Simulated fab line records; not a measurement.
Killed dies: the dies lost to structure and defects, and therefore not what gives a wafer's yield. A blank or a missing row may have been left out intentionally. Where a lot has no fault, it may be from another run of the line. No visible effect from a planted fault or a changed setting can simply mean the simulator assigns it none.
Split-lot trial	flow n5Finfet	39 wafers read across 7 lots, on a route 1938 steps long

SPLIT DETAILS
At N5_DUMMY_GATE_ETCH_37 (etches SOC in N2/H2, target depth 60 nm, overetch 30 nm), the setting sourceW was moved away from the recipe's 840 W on 12 of the 39 wafers read, by -16.3% to +11.7%. This setting was run at the recipe's value on the other wafers.

The reading is taken at the split's own step.

THE READING
rfVppV, in V, at N5_DUMMY_GATE_ETCH_37 (etches SOC in N2/H2, target depth 60 nm, overetch 30 nm). On this fab line, fault-free wafers typically give 523.7 V with a standard deviation of 2.2 V.

wafer	tool, chamber at the split	sourceW as run, W	against the recipe	rfVppV, V	against lot-mates on the recipe
L076.1	rieDiel-04, 2	840	recipe	521.9	-
L076.2	rieDiel-04, 1	938.1	+11.7%	506.3	-17.0
L076.3	rieDiel-04, 3	938.1	+11.7%	501.8	-21.5
L076.4	rieDiel-04, 1	840	recipe	525.7	-
L076.5	rieDiel-04, 2	938.1	+11.7%	502.4	-20.9
L076.6	rieDiel-04, 3	840	recipe	522.4	-
L079.1	rieDiel-06, 0	840	recipe	525.6	-
L079.5	rieDiel-06, 1	840	recipe	527.5	-
L079.6	rieDiel-06, 0	840	recipe	526.5	-
L086.1	rieDiel-06, 1	933.2	+11.1%	508.2	-15.8
L086.2	rieDiel-06, 3	840	recipe	524.1	-
L086.3	rieDiel-06, 2	933.2	+11.1%	502.6	-21.4
L086.4	rieDiel-06, 2	840	recipe	521.9	-
L086.5	rieDiel-06, 3	933.2	+11.1%	505.1	-18.9
L086.6	rieDiel-06, 1	840	recipe	526.0	-
L087.1	rieDiel-02, 1	840	recipe	527.6	-
L087.2	rieDiel-02, 0	840	recipe	525.5	-
L087.3	rieDiel-02, 2	840	recipe	523.1	-
L087.4	rieDiel-02, 0	840	recipe	525.2	-
L087.5	rieDiel-02, 2	840	recipe	521.2	-
L087.6	rieDiel-02, 1	840	recipe	525.6	-
L089.1	rieDiel-02, 1	840	recipe	527.1	-
L089.2	rieDiel-02, 2	933.5	+11.1%	505.2	-18.1
L089.3	rieDiel-02, 0	933.5	+11.1%	506.8	-16.5
L089.4	rieDiel-02, 3	840	recipe	521.0	-
L089.5	rieDiel-02, 3	933.5	+11.1%	502.1	-21.2
L089.6	rieDiel-02, 2	840	recipe	521.7	-
L091.1	rieDiel-06, 2	840	recipe	522.0	-
L091.2	rieDiel-06, 3	840	recipe	524.7	-
L091.3	rieDiel-06, 0	840	recipe	523.7	-
L091.4	rieDiel-06, 1	840	recipe	525.5	-
L091.5	rieDiel-06, 0	840	recipe	525.7	-
L091.6	rieDiel-06, 3	840	recipe	525.4	-
L093.1	rieDiel-04, 3	703	-16.3%	553.0	+29.5
L093.2	rieDiel-04, 1	703	-16.3%	556.1	+32.6
L093.3	rieDiel-04, 0	840	recipe	523.3	-
L093.4	rieDiel-04, 2	703	-16.3%	552.3	+28.8
L093.5	rieDiel-04, 1	840	recipe	524.1	-
L093.6	rieDiel-04, 0	840	recipe	523.2	-

THE FIT
A straight line over all 39 wafers: rfVppV changes by -1.78 V for each +1% of sourceW; r = -0.99; the points scatter about the line by 2 V.
The same after taking each lot's own level away (the mean of its wafers on the recipe; 39 wafers): -1.76 V for each +1%; r = -0.99; scatter 1.9 V.
That fit puts the effect of the largest move of sourceW on the reading at 29 V.
The lots' own levels span 523.27 to 526.53 V, that is 1.5 times the standard deviation above.
The two slopes are in agreement: the lot-to-lot level therefore moves the slope only a little.
Check: for one of the wafers moved furthest among these (-16.3%), held out of the fit, the line's prediction against its lot-mates is +29 V. Against them it came out at +29.5 V.
Tool readings at the split's step, against how far the setting was moved: rfVppV r = -0.99.

THE FILE'S OWN FIT
rfVppV changes by -1.76 V for each +1% of sourceW, r = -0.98.
